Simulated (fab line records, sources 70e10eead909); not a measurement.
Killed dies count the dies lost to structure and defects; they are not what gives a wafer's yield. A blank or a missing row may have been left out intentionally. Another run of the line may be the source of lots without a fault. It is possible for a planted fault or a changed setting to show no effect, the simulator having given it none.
fab line records	flow nand_harc
record lots=13	wafers=39	last_day=33
route steps=1302 shown A_ONON_D1@449 A_CHANNEL_HOLE_D1@483 A_CHANNEL_FILL_D1@492 END@1302
lots untouched by any fault: they come from a run of this same line in which no faults occurred
start_h: start of the lot's first displayed wafer, in hours after the record's first day	wait_h: hours since the lot's step before	" same as the row above	L1.1+2: one row covering several wafers at once	- no value, or no start given	* or withheld: withheld	< > ~ a bound
route shown NAME@n: names a module that has steps shown in the file, with the first one's number in the route	usual: the fault-free wafers' mean and standard deviation	same: alike in all rows	chamber/n: place in a boat	sites: per-site readings	_std_site: the standard deviation of these	_edge_site: inner sites' mean taken away from outer sites' mean	radius_mm: how far each site lies from the wafer's centre	mask NAME#n: copy n	behind: the tool/chamber that last shaped the wafer	hold: cause of the lot's hold/its duration in hours/its outcome	device: transistor that didn't switch, given as n, p or np	end of line: the same wafers' tests at the end of the route	a step with no rows: only its recipe	killed: dies that structure and defects cost at the first sort, which is not the same as the wafer's yield	map: a wafer's dies, x killed, . not, _ none there
set.NAME: the run value of the setting; set.NAME@STEP: its run value at that earlier step	model.NAME: the simulator's own value behind a step, which no gauge read
the route's steps for a sample of lots (tables are steps, rows are wafers)
services: a tool's chamber out of use, with start hour (start_h, from the record's first day; less than 0 if before it), hours out, and reason
## steps
# step NHARC_A_ONON_D1_INSPECT_32
# usual raw_defect_count=69/23
lot.wafer	tool	chamber	start_h	wait_h	raw_defect_count
L149.3	defect_inspect-01	-	172.97	0.0	79
L149.4	"	-	"	"	85
L149.6	"	-	"	"	83
L150.1	defect_inspect-01	-	179.28	0.0	43
L150.2	"	-	"	"	90
L150.4	"	-	"	"	49
L151.2	defect_inspect-01	-	194.05	0.0	114
L151.4	"	-	"	"	159
L151.5	"	-	"	"	90
L152.1	defect_inspect-02	-	211.72	0.0	56
L152.5	"	-	"	"	91
L152.6	"	-	"	"	121
L154.2	defect_inspect-01	-	225.65	0.0	32
L154.4	"	-	"	"	33
L154.6	"	-	"	"	32
L155.3	defect_inspect-02	-	235.05	0.0	86
L155.5	"	-	"	"	58
L155.6	"	-	"	"	74
L156.4	defect_inspect-02	-	245.35	0.0	55
L156.5	"	-	"	"	59
L156.6	"	-	"	"	60
L157.2	defect_inspect-01	-	260.70	0.0	58
L157.4	"	-	"	"	67
L157.5	"	-	"	"	38
L165.1	defect_inspect-01	-	346.01	0.0	55
L165.5	"	-	"	"	60
L165.6	"	-	"	"	39
L166.2	defect_inspect-02	-	346.03	0.0	64
L166.4	"	-	"	"	72
L166.6	"	-	"	"	75
L167.2	defect_inspect-02	-	362.83	0.0	56
L167.3	"	-	"	"	108
L167.5	"	-	"	"	85
L168.1	defect_inspect-01	-	362.87	0.0	65
L168.2	"	-	"	"	152
L168.4	"	-	"	"	100
L171.4	defect_inspect-01	-	402.79	0.0	44
L171.5	"	-	"	"	64
L171.6	"	-	"	"	73
# step NHARC_A_CHANNEL_HOLE_D1_ETCH_44
# recipe target_depth_a=1400	overetch_a=140	time_s=77	ion_energy_ev=100	cf4_flow_sccm=80	o2_flow_sccm=20	ar_flow_sccm=0	rf_w=300	bias_w=100	chemistry=CF4/O2
# usual drypump_motor_current_A=5.5/0.46	mfc_ar_sccm=0.003/0.0056	oes_product_au=0.997/0.011	rf_vpp_V=197.5/1.2	run_length_s=98.3/0.56	showerhead_plenum_p_Torr=1.32/0.048	throttle_valve_pct=13.399/0.0086
lot.wafer	tool	chamber	start_h	wait_h	drypump_motor_current_A	mfc_ar_sccm	oes_product_au	rf_hours_counter_h	rf_vpp_V	run_length_s	showerhead_plenum_p_Torr	throttle_valve_pct
L149.4	rie_diel-13	0	181.64	0.1	5.6	0	1.003	0	197.2	97.7	1.33	13.397
L149.3	"	1	"	"	4.8	0.005	0.993	0	198.9	97.6	1.39	13.388
L149.6	"	3	"	"	5.9	0	0.991	-	196.6	98.9	1.27	13.383
L150.4	rie_diel-13	3	191.73	0.0	5.9	0	1.000	1	195.7	98.9	1.27	13.391
L150.2	"	1	"	"	4.7	0.005	0.997	2	197.1	97.9	1.39	13.390
L150.1	"	2	"	"	5.7	0.001	0.997	2	197.9	98.0	1.27	13.399
L151.4	rie_diel-13	1	208.89	0.1	4.8	0.005	1.003	3	198.3	98.1	1.39	13.401
L151.2	"	0	"	"	5.6	0	0.991	2	196.8	97.7	1.33	13.390
L151.5	"	2	"	"	5.6	0.001	0.995	-	196.4	97.8	1.27	13.405
L152.1	rie_diel-13	2	222.27	0.1	5.6	0.001	0.994	4	196.9	97.9	1.27	13.382
L152.5	"	0	"	"	5.6	0	0.993	-	198.4	97.7	1.33	13.409
L152.6	"	1	"	"	4.7	0.005	0.998	-	199.2	97.5	1.39	13.393
L154.2	rie_diel-13	0	243.18	0.1	5.6	0	0.973	4	198.3	97.8	1.33	13.396
L154.4	"	3	"	"	5.9	0	0.990	4	196.5	98.9	1.27	13.389
L154.6	"	1	"	"	4.8	0.005	0.994	-	197.9	97.6	1.39	13.392
L155.3	rie_diel-03	3	244.37	0.1	5.7	0.003	1.030	45	195.3	98.0	1.23	13.397
L155.6	"	3	"	"	5.6	0.003	1.026	-	196.6	97.9	1.24	13.395
L155.5	"	0	"	"	5.3	0	1.016	-	198.4	98.8	1.31	13.395
L156.4	rie_diel-13	0	258.61	0.1	5.6	0	0.986	5	196.7	87.1	1.33	13.403
L156.6	"	0	"	"	5.6	0	0.977	-	197.8	86.6	1.33	13.412
L156.5	"	1	"	"	4.7	0.005	1.000	-	199.0	86.8	1.39	13.403
L157.2	rie_diel-13	1	269.72	0.0	4.8	0.005	0.997	7	199.4	86.3	1.38	13.405
L157.4	"	3	"	"	5.9	0	0.995	6	195.5	88.0	1.27	13.405
L157.5	"	2	"	"	5.6	0.001	0.994	-	194.3	87.2	1.27	13.401
L166.2	rie_diel-13	2	354.99	0.1	5.6	0.001	1.000	0	195.3	98.6	1.27	13.408
L166.4	"	1	"	"	4.8	0.005	0.990	0	199.9	97.5	1.38	13.397
L166.6	"	2	"	"	5.6	0.001	1.003	-	196.1	98.0	1.27	13.398
L165.1	rie_diel-03	2	355.57	0.1	4.8	0	1.001	21	196.4	98.4	1.31	13.410
L165.5	"	3	"	"	5.7	0.003	1.011	-	199.7	98.6	1.44	13.408
L165.6	"	0	"	"	5.3	0	1.013	-	197.0	98.6	1.30	13.390
L167.3	rie_diel-13	0	373.30	0.1	5.6	0	1.006	2	197.8	97.8	1.33	13.415
L167.2	"	3	"	"	5.9	0	1.002	2	195.5	99.2	1.26	13.414
L167.5	"	0	"	"	5.6	0	0.994	-	198.4	97.7	1.33	13.397
L168.1	rie_diel-13	1	378.27	0.1	4.8	0.005	0.995	2	198.3	97.5	1.38	13.386
L168.2	"	2	"	"	5.6	0.001	1.000	2	197.9	98.2	1.27	13.401
L168.4	"	3	"	"	5.9	0	0.992	2	196.0	98.7	1.26	13.418
L171.4	rie_diel-13	3	415.88	0.1	5.9	0	0.994	5	196.5	98.8	1.26	13.395
L171.5	"	3	"	"	5.9	0	0.988	-	196.0	99.0	1.26	13.396
L171.6	"	0	"	"	5.6	0	1.003	-	198.7	98.3	1.33	13.387
# step NHARC_A_CHANNEL_HOLE_D1_CD_MEAS_30
# usual cd_nm=90.0/1.3
lot.wafer	tool	chamber	start_h	wait_h	cd_nm
L149.3	cd_sem-01	-	182.44	-	88.9
L149.4	"	-	"	"	89.7
L149.6	"	-	"	"	89.6
L150.1	cd_sem-02	-	192.53	-	91.6
L150.2	"	-	"	"	90.5
L150.4	"	-	"	"	90.2
L151.2	cd_sem-01	-	209.69	-	89.8
L151.4	"	-	"	"	88.1
L151.5	"	-	"	"	91.6
L152.1	cd_sem-02	-	223.05	-	90.8
L152.5	"	-	"	"	88.5
L152.6	"	-	"	"	88.9
L154.2	cd_sem-01	-	243.98	-	89.5
L154.4	"	-	"	"	92.0
L154.6	"	-	"	"	91.4
L155.3	cd_sem-02	-	245.19	-	88.9
L155.5	"	-	"	"	88.6
L155.6	"	-	"	"	87.9
L156.4	cd_sem-03	-	259.41	-	92.7
L156.5	"	-	"	"	90.1
L156.6	"	-	"	"	89.1
L157.2	cd_sem-03	-	270.59	0.1	89.8
L157.4	"	-	"	"	89.8
L157.5	"	-	"	"	92.3
L166.2	cd_sem-01	-	355.79	-	89.6
L166.4	"	-	"	"	89.6
L166.6	"	-	"	"	90.0
L165.1	cd_sem-02	-	356.37	-	88.8
L165.5	"	-	"	"	89.2
L165.6	"	-	"	"	90.5
L167.2	cd_sem-02	-	374.10	-	88.6
L167.3	"	-	"	"	88.5
L167.5	"	-	"	"	89.2
L168.1	cd_sem-02	-	379.07	-	88.8
L168.2	"	-	"	"	91.2
L168.4	"	-	"	"	89.8
L171.4	cd_sem-01	-	416.68	-	90.1
L171.5	"	-	"	"	89.9
L171.6	"	-	"	"	90.7
# step NHARC_A_CHANNEL_FILL_D1_ALD_02
# recipe target_thk_a=60	pulse_time_s=10	ald_cycles=60	temp_c=300	material=SiO2
# usual heater_power_w=457/49	precursor_pulse_height_rel=0.999/0.02
# same ald_cycles=60
lot.wafer	tool	chamber	start_h	wait_h	heater_power_w	precursor_pulse_height_rel
L149.4	ald_hk-02	1	182.96	-	457	0.995
L149.3	"	2	"	"	378	0.969
L149.6	"	3	"	"	477	0.979
L150.4	ald_hk-02	2	192.91	-	380	1.007
L150.1	"	3	"	"	463	1.009
L150.2	"	0	"	"	487	0.967
L151.2	ald_hk-04	1	210.07	-	558	1.008
L151.4	"	2	"	"	472	1.013
L151.5	"	2	"	"	462	0.970
L152.1	ald_hk-04	1	223.51	-	561	1.021
L152.5	"	0	"	"	466	0.988
L152.6	"	1	"	"	557	0.974
L154.2	ald_hk-03	0	244.35	-	534	1.002
L154.4	"	3	"	"	449	1.024
L154.6	"	0	"	"	554	0.990
L155.3	ald_hk-04	1	245.78	-	556	0.985
L155.6	"	2	"	"	463	1.027
L155.5	"	3	"	"	417	0.989
L166.2	ald_hk-03	0	356.17	-	529	1.016
L166.4	"	3	"	"	436	0.988
L166.6	"	0	"	"	533	1.034
L165.1	ald_hk-03	2	356.75	-	408	0.981
L165.6	"	2	"	"	413	1.006
L165.5	"	3	"	"	450	0.980
L167.2	ald_hk-03	3	374.78	-	448	0.986
L167.3	"	1	"	"	374	1.016
L167.5	"	3	"	"	441	0.999
L168.4	ald_hk-03	0	379.46	-	529	1.007
L168.1	"	1	"	"	380	1.002
L168.2	"	2	"	"	409	1.026
L171.4	ald_hk-04	1	418.46	1.5	513	0.980
L171.6	"	0	"	"	488	1.014
L171.5	"	1	"	"	511	1.013
# step NHARC_END_SORT_01
# recipe temp_c=25
# usual killed_at_array=49/18	killed_at_other=0.7/1.1	killed_at_periphery=4.0/2.6	killed_dies=54/19	killed_open=3.4/1.7	killed_short=2.5/1.7
# same gross_dies=677
lot.wafer	tool	chamber	start_h	wait_h	killed_at_array	killed_at_other	killed_at_periphery	killed_dies	killed_open	killed_short
L156.4	prober-02	0	633.08	3.4	674	2	1	677	3	3
L156.5	prober-02	0	633.89	3.7	671	1	5	677	2	1
L156.6	prober-02	0	634.70	4.0	671	1	5	677	4	1
L157.2	prober-02	0	650.39	2.8	670	2	5	677	5	3
L157.4	prober-02	0	651.96	3.4	671	2	4	677	3	2
L157.5	prober-02	0	652.75	3.7	670	0	7	677	6	2
# killed by level:class
L156.4 A_CHANNEL_HOLE_D1:area_etch=596 A_SLIT:chamber_film_flake=31 A_CHANNEL_HOLE_D2:chamber_film_flake=26 A_CHANNEL_HOLE_D1:chamber_film_flake=14 THIN_TSV:chamber_film_flake=2 P_CONTACT:geometric_particle:open=1 A_ONON_D1:geometric_particle:short=1 A_CHANNEL_HOLE_D1:geometric_particle:open=1
L156.5 A_CHANNEL_HOLE_D1:area_etch=611 A_CHANNEL_HOLE_D1:chamber_film_flake=22 A_SLIT:chamber_film_flake=21 A_CHANNEL_HOLE_D2:chamber_film_flake=12 P_ZERO_WELL:chamber_film_flake=3 A_BONDPAD:chamber_film_flake=2 P_CONTACT:geometric_particle:open=1 A_DECK1_JOINT:geometric_particle:short=1
L156.6 A_CHANNEL_HOLE_D1:area_etch=594 A_CHANNEL_HOLE_D2:chamber_film_flake=33 A_SLIT:chamber_film_flake=25 A_CHANNEL_HOLE_D1:chamber_film_flake=12 P_M0:geometric_particle:open=2 A_STAIRCASE:chamber_film_flake=2 A_BONDPAD:chamber_film_flake=2 P_M2:geometric_particle:short=1
L157.2 A_CHANNEL_HOLE_D1:area_etch=617 A_SLIT:chamber_film_flake=19 A_CHANNEL_HOLE_D2:chamber_film_flake=13 A_STAIRCASE:chamber_film_flake=6 A_CHANNEL_HOLE_D1:chamber_film_flake=3 A_CHANNEL_FILL_D2:geometric_particle:open=2 P_ZERO_WELL:chamber_film_flake=2 A_M0:chamber_film_flake=2
L157.4 A_CHANNEL_HOLE_D1:area_etch=623 A_SLIT:chamber_film_flake=22 A_CHANNEL_HOLE_D2:chamber_film_flake=13 A_CHANNEL_HOLE_D1:chamber_film_flake=2 A_STAIRCASE:chamber_film_flake=2 A_WL_FILL:chamber_film_flake=2 A_M0:chamber_film_flake=2 THIN_TSV:chamber_film_flake=2
L157.5 A_CHANNEL_HOLE_D1:area_etch=596 A_CHANNEL_HOLE_D2:chamber_film_flake=33 A_SLIT:chamber_film_flake=22 A_CHANNEL_HOLE_D1:chamber_film_flake=4 P_GATE:chamber_film_flake=3 A_STAIRCASE:chamber_film_flake=3 A_DECK1_JOINT:geometric_particle:open=2 A_CHANNEL_FILL_D2:geometric_particle:open=2
## services
tool	chamber	start_h	hours	kind
rie_diel-03	2	158.83	4.5	repair
rie_diel-13	-	165.00	9.0	pm
rie_diel-13	0	165.00	9.0	vent_cycle
rie_diel-13	1	165.00	9.0	vent_cycle
rie_diel-13	2	165.00	9.0	vent_cycle
rie_diel-13	3	165.00	9.0	vent_cycle
ald_hk-02	-	172.20	10.0	pm
rie_diel-13	0	174.00	-	clean
rie_diel-13	1	174.00	-	clean
rie_diel-13	2	174.00	-	clean
rie_diel-13	3	174.00	-	clean
rie_diel-03	1	192.97	16.2	repair
rie_diel-13	3	200.01	6.2	repair
ald_hk-03	-	214.15	10.0	pm
ald_hk-04	-	255.83	10.0	pm
rie_diel-03	-	281.56	9.0	pm
rie_diel-13	-	284.48	3.6	repair
rie_diel-03	0	294.78	38.2	repair
rie_diel-03	3	303.46	1.5	repair
rie_diel-13	2	337.79	12.6	repair
rie_diel-13	-	342.00	9.0	pm
ald_hk-02	-	350.20	10.0	pm
rie_diel-13	3	355.59	5.7	repair
ald_hk-03	-	392.15	10.0	pm
## key
first_sign step=NHARC_A_CHANNEL_HOLE_D1_ETCH_44	reading=run_length_s	direction=down	sigmas=20	usual=*	struck=*
effect step=NHARC_END_SORT_01	reading=killed_at_array	direction=up	sigmas=34	usual=49	struck=671
more_kills_born_at NHARC_A_CHANNEL_HOLE_D1_ETCH_44@rie_diel-13=3637
met_at NHARC_A_CHANNEL_HOLE_D1_ETCH_44
struck_lots L156,L157
later_rows_left_out L156.4,L156.5,L156.6,L157.2,L157.4,L157.5
tester_left_out L156,L157
not_acting_at NHARC_A_ONON_D1_INSPECT_32,NHARC_A_CHANNEL_HOLE_D1_CD_MEAS_30,NHARC_A_CHANNEL_FILL_D1_ALD_02
onset_between 243.18 258.61
fault kind=process_parameter_drift	tool=rie_diel-13	chamber=-	onset_h=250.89	steps=NHARC_A_CHANNEL_HOLE_D1_ETCH_44	channel=time_s	offset=*	shape=step	end_h=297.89	acts_in=*	stated=*
# tester_left_out: of these lots the tester's yield and bins aren't shown, on N5 and GAA mostly nor the transistor test; their killed dies are dies lost to structure and defects alone, not to doping, threshold or leakage, so they don't give the yield
# later_rows_left_out: the simulator's readings of these wafers behind a module that went badly wrong aren't trusted and aren't shown, but for the sort
